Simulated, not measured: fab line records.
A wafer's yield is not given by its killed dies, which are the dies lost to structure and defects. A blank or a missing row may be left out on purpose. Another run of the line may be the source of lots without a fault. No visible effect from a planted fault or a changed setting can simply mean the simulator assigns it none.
Split-lot trial    flow n5 finfet    7 lots, 21 wafers read, on a route of 1938 steps

== SPLIT DETAILS ==
At N5_HKMG_FIN_PEB_10 (peb time 60 s), the setting peb time s was moved away from the recipe's 60 s on 11 of the 21 wafers read, by -17.1% to +6.7%. This setting was run at the recipe's value on the other wafers.

== SPLIT TO READING: what lies between them in the file, 1 step ==
- N5_HKMG_FIN_DEVELOP_11: develop time 30 s

== THE READING ==
cd nm (nm) at N5_HKMG_FIN_CD_MEAS_12, where the cd target is 92.8 nm. On this fab line, fault-free wafers typically give 93.1 nm with a standard deviation of 0.59 nm.

wafer   tool, chamber at the split  peb time s as run, s  against the recipe  cd nm, nm  against lot-mates on the recipe
L080.1  litho track-03, 0           60                    recipe              92.5       -
L080.4  litho track-03, 0           60                    recipe              92.5       -
L080.5  litho track-03, 0           60                    recipe              93.3       -
L083.1  litho track-03, 0           60                    recipe              93.4       -
L083.4  litho track-03, 0           51.66                 -13.9%              88.3       -5.1
L083.5  litho track-03, 0           51.66                 -13.9%              88.7       -4.7
L085.3  litho track-04, 0           60                    recipe              93.3       -
L085.5  litho track-04, 0           64.05                 +6.7%               94.8       +1.5
L085.6  litho track-04, 0           64.05                 +6.7%               95.4       +2.1
L087.1  litho track-02, 0           49.91                 -16.8%              86.8       -5.5
L087.2  litho track-02, 0           49.91                 -16.8%              86.6       -5.7
L087.6  litho track-02, 0           60                    recipe              92.3       -
L088.1  litho track-03, 0           52.22                 -13.0%              88.3       -5.1
L088.2  litho track-03, 0           60                    recipe              93.4       -
L088.6  litho track-03, 0           52.22                 -13.0%              88.2       -5.2
L095.1  litho track-04, 0           49.73                 -17.1%              86.2       -6.8
L095.3  litho track-04, 0           49.73                 -17.1%              86.7       -6.3
L095.4  litho track-04, 0           60                    recipe              93.0       -
L096.3  litho track-03, 0           60                    recipe              93.8       -
L096.5  litho track-03, 0           54.18                 -9.7%               90.8       -2.6
L096.6  litho track-03, 0           60                    recipe              93.0       -

FIT RESULTS
A straight line over all 21 wafers: cd nm changes by +0.358 nm for each +1% of peb time s; r = +0.99; the points scatter about the line by 0.53 nm.
The same after taking each lot's own level away (the mean of its wafers on the recipe; 21 wafers): +0.349 nm for each +1%; r = +0.99; scatter 0.44 nm.
That fit puts the effect of the largest move of peb time s on the reading at 6 nm.
The lots' own levels span 92.30 to 93.40 nm, that is 1.9 times the standard deviation above.
So the lot-to-lot level changes the slope little: the two slopes agree.
Check: with one of the wafers moved furthest among these (-17.1%) left out of the fit, the line predicts -5.97 nm for it against its lot-mates. Against them it came out at -6.8 nm.

== THESE WAFERS: OTHER SPLITS ==
These wafers also went through other splits before the reading. Each is held against what the fit with the lots' levels taken away leaves over:
other split on the same wafers  wafers away from the commonest value  r with cd nm (lot level and that fit taken away)
N5_HKMG_FIN_ETCH_54 bias w      6                                     +0.21
N5_HKMG_FIN_ETCH_55 time s      5                                     +0.57
N5_HKMG_FIN_COAT_29 spin rpm    12                                    +0.62

== FILE'S OWN FIT ==
cd nm changes by +0.351 nm for each +1% of peb time s, r = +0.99.
